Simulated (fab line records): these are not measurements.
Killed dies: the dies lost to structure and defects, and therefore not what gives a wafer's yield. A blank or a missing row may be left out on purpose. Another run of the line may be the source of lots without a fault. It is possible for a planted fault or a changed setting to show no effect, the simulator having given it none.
Which tool did it? :: flow n5_finfet :: Sampling: 10 lots, 30 wafers, 5 of 1938 route steps

== WHAT THE GAUGES SHOWED, per wafer ==
N5_BEOL_M13_THK_MEAS_01.
lot: L992
measured: day 11 23:37
on: film_metro-01
M13_ILD_THK (nm): 822 836 824

lot: L994
measured: day 12 04:05
on: film_metro-01
M13_ILD_THK (nm): 812 829 825

lot: L993
measured: day 12 10:43
on: film_metro-01
M13_ILD_THK (nm): 828 818 829

lot: L997
measured: day 12 21:04
on: film_metro-01
M13_ILD_THK (nm): 826 826 838

lot: L996
measured: day 12 22:18
on: film_metro-01
M13_ILD_THK (nm): 834 837 837

lot: L100
measured: day 13 21:23
on: film_metro-02
M13_ILD_THK (nm): 816 840 836

lot: L106
measured: day 15 01:44
on: film_metro-02
M13_ILD_THK (nm): 828 836 846

lot: L110
measured: day 17 01:24
on: film_metro-01
M13_ILD_THK (nm): 830 840 837

lot: L112
measured: day 17 05:02
on: film_metro-01
M13_ILD_THK (nm): 829 816 836

lot: L113
measured: day 17 13:25
on: film_metro-02
M13_ILD_THK (nm): 842 824 841

== TOOL THAT RAN EACH LOT (tool first, then ch and the chambers of the sampled wafers, then the start) ==
lot: L992
N5_BEOL_M12_DESCUM_15: rie_diel-04 ch 0,1, day 11 19:36
N5_BEOL_M12_SPUTTER_44: pvd_sputter-02, day 11 22:04
N5_BEOL_M12_SPUTTER_45: pvd_sputter-02, day 11 22:08
N5_BEOL_M12_CMP_49: cmp-03 ch 0,1,2, day 11 23:03

lot: L994
N5_BEOL_M12_DESCUM_15: rie_diel-03 ch 1,2,3, day 11 23:43
N5_BEOL_M12_SPUTTER_44: pvd_sputter-01, day 12 02:45
N5_BEOL_M12_SPUTTER_45: pvd_sputter-01, day 12 02:50
N5_BEOL_M12_CMP_49: cmp-04 ch 0,3, day 12 03:25

lot: L993
N5_BEOL_M12_DESCUM_15: rie_diel-01 ch 0,1,2, day 12 05:11
N5_BEOL_M12_SPUTTER_44: pvd_sputter-03, day 12 09:26
N5_BEOL_M12_SPUTTER_45: pvd_sputter-03, day 12 09:31
N5_BEOL_M12_CMP_49: cmp-02 ch 1,2,3, day 12 10:05

lot: L997
N5_BEOL_M12_DESCUM_15: rie_diel-01 ch 0,1, day 12 15:01
N5_BEOL_M12_SPUTTER_44: pvd_sputter-01, day 12 19:47
N5_BEOL_M12_SPUTTER_45: pvd_sputter-01, day 12 19:52
N5_BEOL_M12_CMP_49: cmp-04 ch 0,3, day 12 20:28

lot: L996
N5_BEOL_M12_DESCUM_15: rie_diel-03 ch 0,1,2, day 12 17:31
N5_BEOL_M12_SPUTTER_44: pvd_sputter-03, day 12 20:11
N5_BEOL_M12_SPUTTER_45: pvd_sputter-03, day 12 20:16
N5_BEOL_M12_CMP_49: cmp-03 ch 0,1,2, day 12 21:40

lot: L100
N5_BEOL_M12_DESCUM_15: rie_diel-04 ch 0,1,2, day 13 17:41
N5_BEOL_M12_SPUTTER_44: pvd_sputter-02, day 13 20:06
N5_BEOL_M12_SPUTTER_45: pvd_sputter-02, day 13 20:11
N5_BEOL_M12_CMP_49: cmp-02 ch 1,2,3, day 13 20:52

lot: L106
N5_BEOL_M12_DESCUM_15: rie_diel-04 ch 0,1,2, day 14 20:16
N5_BEOL_M12_SPUTTER_44: pvd_sputter-02, day 15 00:28
N5_BEOL_M12_SPUTTER_45: pvd_sputter-02, day 15 00:33
N5_BEOL_M12_CMP_49: cmp-04 ch 1,2,3, day 15 01:07

lot: L110
N5_BEOL_M12_DESCUM_15: rie_diel-01 ch 0,2,3, day 16 16:25
N5_BEOL_M12_SPUTTER_44: pvd_sputter-02, day 16 23:52
N5_BEOL_M12_SPUTTER_45: pvd_sputter-02, day 16 23:56
N5_BEOL_M12_CMP_49: cmp-04 ch 0,1,3, day 17 00:45

lot: L112
N5_BEOL_M12_DESCUM_15: rie_diel-04 ch 0,1,3, day 16 17:28
N5_BEOL_M12_SPUTTER_44: pvd_sputter-01, day 17 03:46
N5_BEOL_M12_SPUTTER_45: pvd_sputter-01, day 17 03:50
N5_BEOL_M12_CMP_49: cmp-02 ch 1,2, day 17 04:24

lot: L113
N5_BEOL_M12_DESCUM_15: rie_diel-04 ch 1,3, day 16 20:37
N5_BEOL_M12_SPUTTER_44: pvd_sputter-01, day 17 12:05
N5_BEOL_M12_SPUTTER_45: pvd_sputter-01, day 17 12:10
N5_BEOL_M12_CMP_49: cmp-04 ch 0,2, day 17 12:46
- N5_BEOL_M12_DESCUM_15: chemistry O2, time 7.9 s.
- N5_BEOL_M12_SPUTTER_44: material Ta, target thk 10 nm, time 16.13 s.
- N5_BEOL_M12_SPUTTER_45: material Cu, target thk 80 nm, time 13.33 s.
- N5_BEOL_M12_CMP_49: polishes, stops on SiOC, t overpolish 20.6 s, target thk 320 nm.

== THE ANSWER, worked out from the rows above alone ==
Rule: the usual values come from the lots themselves. Put in order of their means at a reading, lots are off if they are a third of the lots or fewer, leave a main group of 4 or more, and stand apart from it by a gap of 3 or more times the standard deviation of the main group's means; of several such gaps the widest counts. A main group whose means are all the same, to the digits that the tables above print for the reading, isn't used. Also off: a lot with no number at a reading for which 4 or more lots have one. Where the step has rows for the other lots, those lots are counted as sound.
No lot is off at any reading shown: from this, nothing can be told.

== WHAT THE SIMULATOR PUT IN ==
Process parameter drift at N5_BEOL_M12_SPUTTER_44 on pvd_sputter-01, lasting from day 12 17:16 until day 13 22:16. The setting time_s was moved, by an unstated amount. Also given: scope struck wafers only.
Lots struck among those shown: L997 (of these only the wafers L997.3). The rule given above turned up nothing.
